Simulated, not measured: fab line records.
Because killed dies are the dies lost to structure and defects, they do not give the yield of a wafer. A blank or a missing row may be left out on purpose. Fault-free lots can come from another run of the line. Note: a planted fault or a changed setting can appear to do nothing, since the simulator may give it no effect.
fab line records    flow nand-harc
record: lots: 14  wafers: 42  last-day: 33
route steps=1302 shown A_ONON_D2@567 A_CHANNEL_HOLE_D2@580
lots untouched by any fault: they come from a run of this same line in which no faults occurred
start-h: hours from the record's first day to the start of the lot's first wafer shown    wait-h: time in hours since the lot's previous step    " same as the row above    L1.1+2: one row covering several wafers at once    - no value present, or no start provided    * or withheld: withheld    < > ~ a bound
route shown NAME@n: NAME is a module with steps in the file, n the number in the route of the first one    usual: mean/standard deviation of fault-free wafers    same: alike in all rows    chamber/n: place in a boat    sites: readings site by site    _std_site: standard deviation of those values    _edge_site: the outer-site mean with the inner-site mean subtracted    radius-mm: for every site, how far away it sits from the centre of the wafer    mask NAME#n: copy n    behind: the last tool/chamber to shape the wafer    hold: why the lot was held/for how many hours/how that ended    device: names the non-switching transistor (n, p or np)    end of line: the tests these same wafers got at the end of their route    step lacking rows: just its recipe    killed: dies lost to structure and defects at the first sort, not the wafer's yield    map: a wafer's dies, x killed, . not, _ none there
set.NAME: the run value of the setting; set.NAME@STEP: its run value at that earlier step    model.NAME: the simulator's own value behind a step, which no gauge read
a sample of lots followed through the steps of the route, with each step as a table and each wafer as a row
services: the hour from which a tool's chamber was out of use, counted from the record's first day as start-h (under 0 if before that day), plus the number of hours and why
== steps ==
step: NHARC_A_ONON_D2_THK_MEAS_34
recipe: thk-meas-gauge: ellipsometry
usual: thk-nm: 199.2/2.7
lot.wafer  tool           chamber  start-h  wait-h  thk-nm
L617.2     film-metro-01  -        296.63   -       194.2
L617.3     "              -        "        "       195.9
L617.5     "              -        "        "       195.9
L616.1     film-metro-02  -        296.69   -       201.2
L616.2     "              -        "        "       196.5
L616.5     "              -        "        "       205.3
L621.1     film-metro-01  -        338.73   -       193.6
L621.4     "              -        "        "       198.2
L621.6     "              -        "        "       200.0
L622.2     film-metro-01  -        360.84   -       193.0
L622.4     "              -        "        "       202.8
L622.6     "              -        "        "       199.1
L623.1     film-metro-02  -        360.90   -       196.6
L623.2     "              -        "        "       196.6
L623.3     "              -        "        "       197.2
L628.1     film-metro-01  -        396.07   -       198.2
L628.2     "              -        "        "       194.8
L628.5     "              -        "        "       199.1
L631.1     film-metro-02  -        434.47   -       197.9
L631.2     "              -        "        "       194.6
L631.3     "              -        "        "       196.4
L630.2     film-metro-01  -        434.48   -       196.5
L630.5     "              -        "        "       199.9
L630.6     "              -        "        "       202.9
L632.1     film-metro-02  -        442.94   -       198.8
L632.4     "              -        "        "       201.4
L632.5     "              -        "        "       203.0
L635.1     film-metro-01  -        469.43   -       194.4
L635.2     "              -        "        "       198.5
L635.5     "              -        "        "       197.9
L636.1     film-metro-01  -        489.97   -       202.1
L636.2     "              -        "        "       197.5
L636.5     "              -        "        "       205.7
L637.1     film-metro-01  -        504.30   0.4     196.5
L637.2     "              -        "        "       198.7
L637.5     "              -        "        "       202.2
L639.1     film-metro-02  -        511.86   -       200.5
L639.3     "              -        "        "       196.8
L639.6     "              -        "        "       204.3
L638.3     film-metro-01  -        511.86   -       196.3
L638.5     "              -        "        "       196.8
L638.6     "              -        "        "       198.4
step: NHARC_A_CHANNEL_HOLE_D2_PEB_08
recipe: peb-temp-c: 100  peb-time-s: 65
usual: chill-plate-temp-C: 22.99/0.1  exhaust-pa: 45.0/0.96
lot.wafer  tool            chamber  start-h  wait-h  chill-plate-temp-C  exhaust-pa
L617.2     litho-track-04  0        299.22   0.1     22.81               44.2
L617.3     "               0        "        "       22.91               44.7
L617.5     "               0        "        "       22.81               44.9
L616.1     litho-track-06  0        299.43   0.1     22.89               44.9
L616.2     "               0        "        "       22.95               45.1
L616.5     "               0        "        "       22.88               45.4
L621.1     litho-track-04  0        343.65   0.1     22.83               44.7
L621.4     "               0        "        "       23.00               46.8
L621.6     "               0        "        "       22.99               44.0
L622.2     litho-track-04  -        363.55   0.1     -                   -
L622.4     "               -        "        "       -                   -
L622.6     "               -        "        "       -                   -
L623.1     litho-track-06  -        365.02   0.1     -                   -
L623.2     "               -        "        "       -                   -
L623.3     "               -        "        "       -                   -
L628.1     litho-track-01  0        399.31   0.1     22.94               44.7
L628.2     "               0        "        "       22.90               43.1
L628.5     "               0        "        "       22.90               44.7
L631.1     litho-track-06  0        440.78   0.1     23.01               45.3
L631.2     "               0        "        "       22.99               44.1
L631.3     "               0        "        "       22.85               44.7
L630.2     litho-track-01  0        441.55   0.1     23.04               46.1
L630.5     "               0        "        "       23.02               45.6
L630.6     "               0        "        "       22.91               46.0
L632.1     litho-track-01  0        445.62   0.1     22.98               42.4
L632.4     "               0        "        "       22.98               43.7
L632.5     "               0        "        "       22.87               42.8
L635.1     litho-track-04  0        477.27   0.1     22.98               45.7
L635.2     "               0        "        "       23.06               45.9
L635.5     "               0        "        "       23.14               45.4
L636.1     litho-track-04  0        493.59   0.1     23.13               45.1
L636.2     "               0        "        "       23.10               43.6
L636.5     "               0        "        "       23.01               46.3
L637.1     litho-track-04  0        507.06   0.1     22.96               43.2
L637.2     "               0        "        "       22.99               44.7
L637.5     "               0        "        "       22.99               44.9
L639.1     litho-track-01  0        517.21   0.1     22.91               43.9
L639.3     "               0        "        "       22.89               43.9
L639.6     "               0        "        "       22.90               44.7
L638.3     litho-track-06  0        517.83   0.0     22.94               44.4
L638.5     "               0        "        "       23.04               44.3
L638.6     "               0        "        "       23.06               45.3
step: NHARC_A_CHANNEL_HOLE_D2_ETCH_38
recipe: target-depth-a: 390  over-etch-frac: 0.3  time-s: 65  ion-energy-ev: 80  cf4-flow-sccm: 150  ar-flow-sccm: 0  rf-w: 300  bias-w: 100  chemistry: CF4
usual: drypump-motor-current-A: 5.7/0.53  oes-product-au: 0.998/0.0082  rf-vpp-V: 150.9/1.2  showerhead-plenum-p-Torr: 1.74/0.077  throttle-valve-pct: 13.284/0.0081
lot.wafer  tool         chamber  start-h  wait-h  drypump-motor-current-A  oes-product-au  rf-hours-counter-h  rf-vpp-V  showerhead-plenum-p-Torr  throttle-valve-pct
L617.2     rie-diel-06  2        299.58   0.1     5.3                      0.993           11                  150.1     1.70                      13.271
L617.3     "            3        "        "       6.5                      1.011           11                  149.5     1.66                      13.281
L617.5     "            1        "        "       5.6                      1.006           -                   149.4     1.65                      13.300
L616.1     rie-diel-13  1        299.78   0.1     4.7                      1.001           6                   151.2     1.66                      13.284
L616.2     "            3        "        "       5.5                      0.982           5                   151.5     1.87                      13.284
L616.5     "            0        "        "       5.8                      1.014           -                   149.9     1.74                      13.296
L621.1     rie-diel-06  3        344.03   0.1     6.6                      0.987           1                   149.9     1.66                      13.302
L621.4     "            0        "        "       5.6                      1.001           -                   151.1     1.81                      13.275
L621.6     "            3        "        "       6.6                      0.991           -                   150.3     1.66                      13.283
L622.2     rie-diel-07  3        363.93   0.1     6.2                      0.997           3                   148.9     1.67                      13.270
L622.4     "            3        "        "       6.2                      1.008           -                   149.1     1.66                      13.286
L622.6     "            0        "        "       5.8                      1.004           -                   151.7     1.85                      13.276
L623.3     rie-diel-06  1        365.37   0.1     5.6                      0.992           3                   151.2     1.65                      13.278
L623.2     "            2        "        "       5.3                      0.984           2                   150.1     1.69                      13.282
L623.1     "            3        "        "       6.5                      0.989           2                   151.2     1.66                      13.289
L628.2     rie-diel-06  2        399.67   0.1     5.2                      0.988           4                   149.6     1.69                      13.283
L628.1     "            3        "        "       6.6                      0.995           5                   148.8     1.66                      13.290
L628.5     "            0        "        "       5.6                      1.007           -                   152.2     1.81                      13.275
L631.3     rie-diel-06  3        441.13   0.1     6.6                      0.989           7                   150.7     1.66                      13.281
L631.2     "            0        "        "       5.6                      0.986           8                   152.3     1.80                      13.282
L631.1     "            1        "        "       5.5                      0.982           7                   150.3     1.65                      13.287
L630.2     rie-diel-13  0        441.92   0.1     5.7                      0.998           6                   150.4     1.74                      13.282
L630.6     "            1        "        "       4.7                      0.992           -                   149.9     1.66                      13.284
L630.5     "            2        "        "       4.9                      1.007           -                   152.1     1.80                      13.284
L632.1     rie-diel-06  2        446.01   0.1     5.3                      0.997           6                   149.8     1.69                      13.270
L632.5     "            0        "        "       5.6                      0.992           -                   153.1     1.80                      13.284
L632.4     "            2        "        "       5.3                      0.996           -                   150.1     1.69                      13.274
L635.2     rie-diel-13  0        477.62   0.1     5.7                      1.001           8                   151.2     1.74                      13.282
L635.1     "            1        "        "       4.7                      1.003           9                   149.1     1.66                      13.289
L635.5     "            0        "        "       5.8                      0.990           -                   150.2     1.74                      13.274
L636.1     rie-diel-06  3        493.94   0.1     6.6                      0.998           0                   149.8     1.66                      13.281
L636.2     "            2        "        "       5.2                      1.006           0                   149.2     1.69                      13.276
L636.5     "            3        "        "       6.5                      1.000           -                   150.0     1.66                      13.281
L637.1     rie-diel-07  3        507.41   0.1     6.2                      1.023           1                   150.2     1.66                      13.290
L637.2     "            0        "        "       5.8                      0.986           1                   152.1     1.85                      13.280
L637.5     "            3        "        "       6.2                      1.004           -                   148.8     1.66                      13.287
L639.3     rie-diel-07  2        517.57   0.1     5.8                      0.998           2                   151.9     1.70                      13.274
L639.1     "            3        "        "       6.2                      1.000           2                   149.7     1.66                      13.281
L639.6     "            1        "        "       6.4                      0.997           -                   152.0     1.81                      13.292
L638.3     rie-diel-06  3        518.19   0.1     6.6                      1.009           1                   149.4     1.66                      13.298
L638.6     "            2        "        "       5.2                      1.007           -                   152.4     1.69                      13.290
L638.5     "            3        "        "       6.6                      0.998           -                   149.9     1.66                      13.290
step: NHARC_A_CHANNEL_HOLE_D2_ETCH_16
recipe: target-depth-a: 31000  over-etch-frac: 0.3  time-s: 806  ion-energy-ev: 150  o2-flow-sccm: 400  cos-flow-sccm: 20  ar-flow-sccm: 0  rf-w: 500  bias-w: 300  chemistry: O2/COS
usual: drypump-motor-current-A: 5.8/0.5  oes-product-au: 0.998/0.0082  rf-vpp-V: 313.6/2.3  showerhead-plenum-p-Torr: 3.08/0.14  throttle-valve-pct: 28.329/0.0097
lot.wafer  tool         chamber  start-h  wait-h  drypump-motor-current-A  oes-product-au  rf-hours-counter-h  rf-vpp-V  showerhead-plenum-p-Torr  throttle-valve-pct
L617.3     rie-diel-06  0        -        -       5.6                      1.012           11                  315.3     3.19                      28.336
L617.2     "            3        "        "       6.5                      1.015           11                  311.7     2.93                      28.334
L617.5     "            0        "        "       5.6                      1.003           -                   316.0     3.19                      28.329
L616.2     rie-diel-13  1        -        -       4.7                      0.995           6                   311.2     2.93                      28.324
L616.1     "            2        "        "       4.9                      0.989           3                   314.8     3.18                      28.316
L616.5     "            1        "        "       4.7                      0.996           -                   312.2     2.94                      28.330
L621.1     rie-diel-06  0        -        -       5.6                      0.996           2                   314.8     3.19                      28.323
L621.6     "            0        "        "       5.6                      1.001           -                   315.3     3.19                      28.318
L621.4     "            1        "        "       5.6                      0.996           -                   309.6     2.92                      28.327
L622.2     rie-diel-07  0        -        -       5.8                      0.998           4                   315.1     3.27                      28.323
L622.6     "            3        "        "       6.2                      1.000           -                   311.5     2.93                      28.335
L622.4     "            0        "        "       5.8                      1.004           -                   317.7     3.27                      28.324
L623.1     rie-diel-06  1        -        -       5.5                      0.995           3                   310.8     2.92                      28.339
L623.3     "            2        "        "       5.2                      0.991           2                   312.3     2.99                      28.335
L623.2     "            3        "        "       6.6                      0.996           2                   309.8     2.93                      28.320
L628.2     rie-diel-06  3        -        -       6.6                      0.989           5                   310.8     2.93                      28.307
L628.1     "            1        "        "       5.5                      0.987           6                   312.2     2.91                      28.312
L628.5     "            0        "        "       5.6                      0.990           -                   316.3     3.19                      28.346
L631.1     rie-diel-06  0        -        -       5.6                      0.989           8                   314.5     3.19                      28.317
L631.2     "            1        "        "       5.6                      1.002           7                   311.9     2.91                      28.331
L631.3     "            2        "        "       5.2                      1.001           6                   314.0     2.99                      28.343
L630.2     rie-diel-13  2        -        -       4.9                      1.011           7                   315.1     3.18                      28.321
L630.6     "            3        "        "       5.5                      1.005           -                   315.2     3.30                      28.337
L630.5     "            0        "        "       5.7                      1.009           -                   312.8     3.07                      28.338
L632.1     rie-diel-06  0        -        -       5.6                      0.999           9                   315.4     3.18                      28.312
L632.4     "            1        "        "       5.6                      0.996           -                   313.0     2.91                      28.326
L632.5     "            2        "        "       5.3                      0.984           -                   310.2     2.99                      28.334
L635.1     rie-diel-13  1        -        -       4.7                      0.995           10                  309.8     2.93                      28.330
L635.2     "            3        "        "       5.5                      0.999           8                   317.3     3.30                      28.333
L635.5     "            0        "        "       5.7                      0.995           -                   313.9     3.07                      28.325
L636.2     rie-diel-06  0        -        -       5.6                      0.997           0                   314.9     3.18                      28.335
L636.1     "            1        "        "       5.5                      1.008           0                   312.2     2.91                      28.323
L636.5     "            2        "        "       5.3                      1.003           -                   313.7     2.98                      28.335
L637.2     rie-diel-07  3        -        -       6.2                      0.999           1                   311.4     2.93                      28.330
L637.1     "            0        "        "       5.8                      0.988           1                   316.0     3.27                      28.323
L637.5     "            1        "        "       6.4                      0.994           -                   314.9     3.20                      28.329
L639.3     rie-diel-07  3        -        -       6.1                      1.000           2                   313.0     2.93                      28.324
L639.1     "            1        "        "       6.4                      0.987           2                   316.1     3.20                      28.333
L639.6     "            0        "        "       5.8                      0.987           -                   316.5     3.27                      28.314
L638.3     rie-diel-06  3        -        -       6.6                      1.009           1                   311.8     2.92                      28.340
L638.5     "            1        "        "       5.5                      1.009           -                   310.5     2.91                      28.325
L638.6     "            2        "        "       5.2                      1.004           -                   312.0     2.98                      28.341
== services ==
tool            chamber  start-h  hours  kind
rie-diel-07     2        286.92   3.3    repair
rie-diel-07     -        294.20   9.0    pm
rie-diel-06     -        307.20   9.0    pm
rie-diel-07     0        318.46   11.5   repair
rie-diel-06     3        320.80   13.6   repair
rie-diel-07     1        322.69   3.7    repair
litho-track-01  -        330.00   7.0    pm
rie-diel-13     -        342.00   9.0    pm
rie-diel-06     2        342.10   8.0    repair
rie-diel-07     2        351.74   63.2   repair
litho-track-06  -        354.00   7.0    pm
litho-track-04  -        378.01   7.0    pm
rie-diel-13     3        380.90   9.2    repair
rie-diel-07     1        424.16   14.9   repair
rie-diel-07     -        436.60   1.2    repair
rie-diel-06     3        443.36   4.9    repair
rie-diel-06     3        461.84   2.4    repair
rie-diel-07     3        465.67   3.2    repair
rie-diel-13     3        466.52   10.0   repair
rie-diel-07     -        471.20   9.0    pm
rie-diel-06     -        484.20   9.0    pm
rie-diel-06     -        501.90   0.4    repair
litho-track-01  -        505.00   7.0    pm
rie-diel-13     3        517.44   3.2    repair
== key ==
first-sign: step: NHARC_A_CHANNEL_HOLE_D2_PEB_08  reading: tool-record  direction: missing
effect none on later readings
met-at NHARC_A_CHANNEL_HOLE_D2_PEB_08
struck-lots L622,L623
later-rows-left-out L622.2,L622.4,L622.6,L623.1,L623.2,L623.3
sort-left-out L622.2,L622.4,L622.6,L623.1,L623.2,L623.3
tester-left-out L622,L623
not-acting-at NHARC_A_ONON_D2_THK_MEAS_34,NHARC_A_CHANNEL_HOLE_D2_ETCH_38,NHARC_A_CHANNEL_HOLE_D2_ETCH_16
onset-between 343.65 363.55
fault: kind: skipped-step-whole  tool: litho-track-04,litho-track-06  chamber: -  onset-h: 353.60  steps: NHARC_A_CHANNEL_HOLE_D2_PEB_08  scope: struck-lots-only
tester-left-out: of these lots the tester's yield and bins aren't shown, on N5 and GAA mostly nor the transistor test; their killed dies are dies lost to structure and defects alone, not to doping, threshold or leakage, so they don't give the yield
sort-left-out: the simulated sort isn't trusted on such a fault, so these wafers' sort isn't shown, and their yield isn't known
later-rows-left-out: the simulator's readings of these wafers behind a module that went badly wrong aren't trusted and aren't shown, but for the sort
